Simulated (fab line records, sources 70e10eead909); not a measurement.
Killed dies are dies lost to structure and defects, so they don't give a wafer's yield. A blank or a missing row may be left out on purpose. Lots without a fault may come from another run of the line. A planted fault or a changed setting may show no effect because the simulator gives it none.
A struck lot beside a sound one | flow nand_harc | 14 steps out of a route of 1159
Sound: wafers L289.2, L289.4, L289.6. Struck: wafers L294.1, L294.2, L294.3. The cause comes at the end.
At each step with rows: each side's tool, then ch and its chambers, then its first start. Under that, the readings that differ: sound wafers | struck wafers | difference of the means | sigmas: that difference in standard deviations of wafers without a fault.
alike: readings whose means differ by less than 2 such deviations, and words and numbers that are the same on both sides. not compared: withheld readings, readings that some wafer has no value for, bounds like >300 that may hide the same value, and numbers for which the record gives no deviation and whose values overlap.
The two part at a step that has a row with sigmas, a row that says differs or no value, or rows on one side only. Numbers that don't overlap but have no deviation are shown without sigmas and don't part them. A reading that every wafer of one side lacks parts them only if that side has two wafers or more.

first, 1 step without rows for these wafers: NHARC_A_SGD_CUT_ETCH_26 (etches SiO2 in dHF, target depth 45.8 nm).
NHARC_A_SGD_CUT_ETCHBACK_24: etches the open film in CH3F/O2, target depth 50 nm, time 92.857 s.
  sound on rie_diel-11 ch 0,1,2, day 18 00:08; struck on rie_diel-11 ch 0,1,3, day 18 09:40
  reading               | sound          | struck         | difference | sigmas
  oes_product_au (a.u.) | 0.94 0.94 0.92 | 1.01 0.99 1.01 | +0.07      | +2
  alike: drypump_motor_current_A, rf_vpp_V, showerhead_plenum_p_Torr, throttle_valve_pct
  not compared: rf_hours_counter_h
NHARC_A_SGD_CUT_STRIP_28: strips in O2, time 20 s.
  sound on rie_diel-11 ch 0,2,3; struck on rie_diel-11 ch 0,1,3
  alike: drypump_motor_current_A, oes_product_au, rf_vpp_V, showerhead_plenum_p_Torr, throttle_valve_pct
  not compared: rf_hours_counter_h
NHARC_A_SGD_CUT_INSPECT_25:
  sound on defect_inspect-01, day 18 00:25; struck on defect_inspect-02, day 18 09:55
  alike: raw_defect_count
NHARC_A_SLIT_DEP_25: deposits SiO2, target thk 200 nm.
  sound on pecvd-04 ch 0,1, day 18 00:31; struck on pecvd-04 ch 0,1,2, day 18 09:59
  alike: heater_power_w, throttle_valve_pct
  not compared: since_wet_clean_h
NHARC_A_SLIT_DEP_00: deposits aC, target thk 3200 nm.
  sound on acl_dep-02 ch 0, day 18 01:10; struck on acl_dep-01 ch 0, day 18 14:19
  alike: throttle_valve_pct
NHARC_A_SLIT_DEP_23: deposits SiON, target thk 100 nm.
  sound on pecvd-03 ch 0,1,2, day 18 02:50; struck on pecvd-04 ch 0,1,2, day 18 16:24
  alike: heater_power_w
  not compared: since_wet_clean_h
then, 5 steps without rows for these wafers: NHARC_A_SLIT_DEHYDRATE_01 (time 120 s); NHARC_A_SLIT_HMDS_02 (time 30 s); NHARC_A_SLIT_COAT_03 (resist thk 90 nm); NHARC_A_SLIT_SOFTBAKE_04 (time 55 s); NHARC_A_SLIT_EBR_05.
NHARC_A_SLIT_EXPOSE_06: exposes mask SLIT.
  sound on arfi_scanner-03 ch 0, day 18 03:29; struck on arfi_scanner-02, day 18 16:49
  no value came back on the struck wafers for exposure_dose_mJ_cm2, focus_offset_nm (nm), stage_vel_mm_s (mm/s); on the sound wafers exposure_dose_mJ_cm2 reads 60.84 60.88 60.74
  alike: mask
then, 1 step without rows for these wafers: NHARC_A_SLIT_PEB_07 (peb time 65 s).

WHERE THEY PART
First at NHARC_A_SGD_CUT_ETCHBACK_24; last, within this record, at NHARC_A_SLIT_EXPOSE_06.

WHY: what the simulator had put in
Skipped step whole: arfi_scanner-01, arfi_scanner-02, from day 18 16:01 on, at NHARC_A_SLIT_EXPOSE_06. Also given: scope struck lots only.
